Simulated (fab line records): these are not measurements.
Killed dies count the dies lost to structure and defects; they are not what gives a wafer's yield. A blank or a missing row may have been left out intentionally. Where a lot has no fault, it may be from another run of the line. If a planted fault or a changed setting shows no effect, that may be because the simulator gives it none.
Struck lot and sound lot, side by side ; flow n5-finfet ; 17 out of 1938 route steps
Sound: wafers L994.2, L994.4, L994.6. Wafers struck: L989.2, L989.3, L989.4. Last of all comes the cause.
Per side, at each step with rows, come the tool, then ch with its chambers, and then its first start. Under that, the readings that differ: sound wafers ; struck wafers ; difference of the means ; sigmas: that difference in standard deviations of wafers without a fault.
alike: readings with means less than 2 such deviations apart, plus words and numbers identical on both sides. not compared: withheld readings, readings lacking a value on some wafer, bounds such as >300 that could conceal the same value, and numbers that have no deviation in the record and whose values overlap.
A row with sigmas, a row that says differs or no value, or rows on one side alone: a step with any of these is where the two part. When numbers do not overlap yet have no deviation, they are printed without sigmas and do not part them. A reading that every wafer of one side lacks parts them only if that side has two wafers or more.

first, 10 steps without rows for these wafers: N5_FIN_SAQP_ETCH_67 (etches SiNx in CH3F/O2, target depth 30 nm); N5_FIN_SAQP_STRIP_70 (strips in N2/H2); N5_FIN_SAQP_RECESS_71 (chemistry HF/NH3, target SiO2, target depth 3 nm, afs cycles 1, sublimation time 60 s); N5_FIN_SAQP_SPACER2_ALD_28 (deposits SiO2, target thk 8.1 nm, pulse time 1 s, purge time 2 s); N5_FIN_SAQP_SPACER2_ETCHBACK_29 (etches SiO2 in CHF3/O2, target depth 12.2 nm, time 6.1 s); N5_FIN_SAQP_MANDREL2_REMOVE_60 (chemistry HBr/Cl2/O2, target a-Si, stops on SiNx, bt time 10 s); N5_FIN_SAQP_HM_OPEN_33 (chemistry CH3F/O2, target SiNx, target depth 49.4 nm, time 70.6 s); N5_FIN_SAQP_ETCH_34 (etches SiO2 in C4F6/O2, target depth 45 nm, time 15 s); N5_FIN_SAQP_STRIP_77 (strips in N2/H2, time 90 s); N5_FIN_SAQP_ETCH_64 (etches SiO2 in CF4, target depth 1.5 nm).
N5_FIN_SAQP_FIN_ETCH_36: etches the open film in HBr/Cl2/O2, target depth 120 nm, time 50.4 s.
  sound on rie-si-01 ch 2,3, day 5 02:00; struck on rie-si-01 ch 0,2,3, day 3 20:01
  no value came back on the struck wafers for any of 7 readings (HBr_flow_sccm (sccm), O2_flow_sccm (sccm) and others); on the sound wafers HBr_flow_sccm (sccm) reads 149.8 150.7 150.1
reading;sound;struck;difference;sigmas
model.SiNx_of_FIN_SAQP_HM_DEP_03.thk-nm (nm);22.2 20.8 22.6;33 32.2 32.6;+11;
  not compared: rf-hours-counter-h
then, 1 step without rows for these wafers: N5_FIN_SAQP_PRECLEAN_38 (cleans in O3/DIW, time 45 s).
N5_FIN_SAQP_PRECLEAN_45: cleans in dHF, time 10 s.
  sound on wet-bench-06 ch 3,4,6, day 5 02:10; struck on wet-bench-04 ch 0,1,5, day 3 20:12
reading;sound;struck;difference;sigmas
model.SiNx_of_FIN_SAQP_HM_DEP_03.thk-nm (nm);22.2 20.6 22.6;33 32 32.6;+11;
  alike: temp-c
then, 1 step without rows for these wafers: N5_FIN_SAQP_SRD_39 (time 30 s).
N5_FIN_SAQP_OCD_MEAS_76:
  sound on ocd-02 at day 5 02:13; struck on ocd-01 at day 3 20:14
reading;sound;struck;difference;sigmas
trench-depth-nm (nm);112.6 119.9 113.9;0 0 0;-115;-40
N5_BEOL_M4_RC_MEAS_101:
  the record has rows for the sound wafers here (prober-02 ch 0, day 11 05:23) and none for the struck ones
N5_PASSIVATION_PROBE_49:
  the record holds rows for the sound wafers here (prober-01, day 15 20:26) but none for the struck ones

== WHERE THEY PART ==
At N5_FIN_SAQP_FIN_ETCH_36 first; at N5_PASSIVATION_PROBE_49 last (within this record only).

WHY: the cause the simulator had injected
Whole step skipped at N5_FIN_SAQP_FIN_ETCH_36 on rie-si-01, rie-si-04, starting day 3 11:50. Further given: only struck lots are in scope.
